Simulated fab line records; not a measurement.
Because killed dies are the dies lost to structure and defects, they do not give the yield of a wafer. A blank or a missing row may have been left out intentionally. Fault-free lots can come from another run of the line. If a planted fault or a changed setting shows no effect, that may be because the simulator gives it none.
The same fault as seen by 2 desks + flow n5_finfet + each desk has only its own numbers; what lay behind them comes last

AT THE TOOL OWNER'S DESK: rie_diel-03
The tool's own readings at N5_HKMG_FIN_ETCH_55 (etches SOC in N2/H2, target depth 240 nm, time 300 s): means of the sampled wafers that have a number, for each lot that ran on this tool. Any lot whose mean is over 4 standard deviations away from the usual mean is out of limits and marked OUT; that distance is given in the brackets.
Columns: A = drypump_motor_current_A at N5_HKMG_FIN_ETCH_55, usual 5.7 A; B = oes_product_au at N5_HKMG_FIN_ETCH_55, usual 0.82 a.u.; C = rf_fwd_power_W at N5_HKMG_FIN_ETCH_55, usual 837.7 W; D = rf_vpp_V at N5_HKMG_FIN_ETCH_55, usual 522.3 V; E = run_length_s at N5_HKMG_FIN_ETCH_55, usual 323.2 s; F = showerhead_plenum_p_Torr at N5_HKMG_FIN_ETCH_55, usual 2.49 Torr; G = throttle_valve_pct at N5_HKMG_FIN_ETCH_55, usual 17.90 %
| lot  | first seen here | A   | B    | C     | D     | E                       | F    | G     |
|------|-----------------|-----|------|-------|-------|-------------------------|------|-------|
| L936 | day 4 16:13     | 6.0 | 0.79 | 838.2 | 522.2 | 323.3                   | 2.47 | 18.00 |
| L946 | day 7 06:03     | 5.8 | 0.93 | 837.2 | 527.2 | 323.3                   | 2.65 | 17.66 |
| L951 | day 8 13:02     | 5.5 | 0.83 | 839.6 | 522.2 | 366.6 (+99 or more) OUT | 2.51 | 17.93 |
| L953 | day 9 01:15     | 6.1 | 0.75 | 835.2 | 521.3 | 366.7 (+99 or more) OUT | 2.48 | 18.18 |
Finding of this desk: L951, L953 out of limits; the first was L951 at day 8 13:02, on run_length_s at N5_HKMG_FIN_ETCH_55. L936, L946: within limits.

THE METROLOGY DESK
What the gauges read, lot by lot, whatever tool the lot ran on: means of the sampled wafers that have a number. Any lot whose mean is over 4 standard deviations away from the usual mean is out of limits and marked OUT; that distance is given in the brackets. Readings shown: 7 of its 10, picked as those furthest out on some lot.
Columns: A = DIBL_N at N5_BEOL_M4_RC_MEAS_101, usual 36.0 mV/V; B = DIBL_P at N5_BEOL_M4_RC_MEAS_101, usual 36.1 mV/V; C = IOFF_P at N5_BEOL_M4_RC_MEAS_101, usual 0.21 nA/um; D = ION_N at N5_BEOL_M4_RC_MEAS_101, usual 675 uA/um; E = ION_P at N5_BEOL_M4_RC_MEAS_101, usual 464 uA/um; F = VT_N at N5_BEOL_M4_RC_MEAS_101, usual 250 mV; G = VT_P at N5_BEOL_M4_RC_MEAS_101, usual -249 mV
| lot  | first seen here | A    | B    | C    | D   | E   | F   | G    |
|------|-----------------|------|------|------|-----|-----|-----|------|
| L936 | day 8 18:49     | 34.8 | 34.8 | 0.16 | 658 | 452 | 254 | -258 |
| L941 | day 10 03:58    | 35.2 | 35.6 | 0.19 | 666 | 456 | 253 | -251 |
| L944 | day 10 20:14    | 38.1 | 39.7 | 0.30 | 688 | 481 | 247 | -244 |
| L946 | day 10 22:27    | 36.0 | 36.2 | 0.24 | 670 | 466 | 248 | -247 |
| L951 | day 12 22:20    | 38.0 | 39.3 | 0.28 | 698 | 480 | 244 | -244 |
| L954 | day 13 06:37    | 33.4 | 35.1 | 0.21 | 670 | 467 | 253 | -248 |
| L953 | day 13 13:07    | 36.9 | 36.9 | 0.23 | 692 | 474 | 249 | -249 |
| L956 | day 13 14:01    | 37.7 | 39.4 | 0.29 | 682 | 470 | 245 | -243 |
| L955 | day 13 15:26    | 35.6 | 35.5 | 0.22 | 668 | 462 | 251 | -248 |
This desk found nothing out of limits on any of the 9 lots.

BROUGHT TOGETHER
An alarm could have come from the tool owner's desk at day 8 13:02, on L951, L953.
Nothing out of limits was seen by the metrology desk.
The metrology desk holds a record of L951, L953, inside its limits.
Every lot named ran N5_HKMG_FIN_ETCH_55 on rie_diel-03.

WHAT THE SIMULATOR HAD PUT IN
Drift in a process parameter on rie_diel-03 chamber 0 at N5_HKMG_FIN_ETCH_55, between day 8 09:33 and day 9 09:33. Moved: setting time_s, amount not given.
Struck lots among those shown: L951, L953.
Time in hours from fault onset to the first out-of-limits reading at each desk: the tool owner's desk, 3.
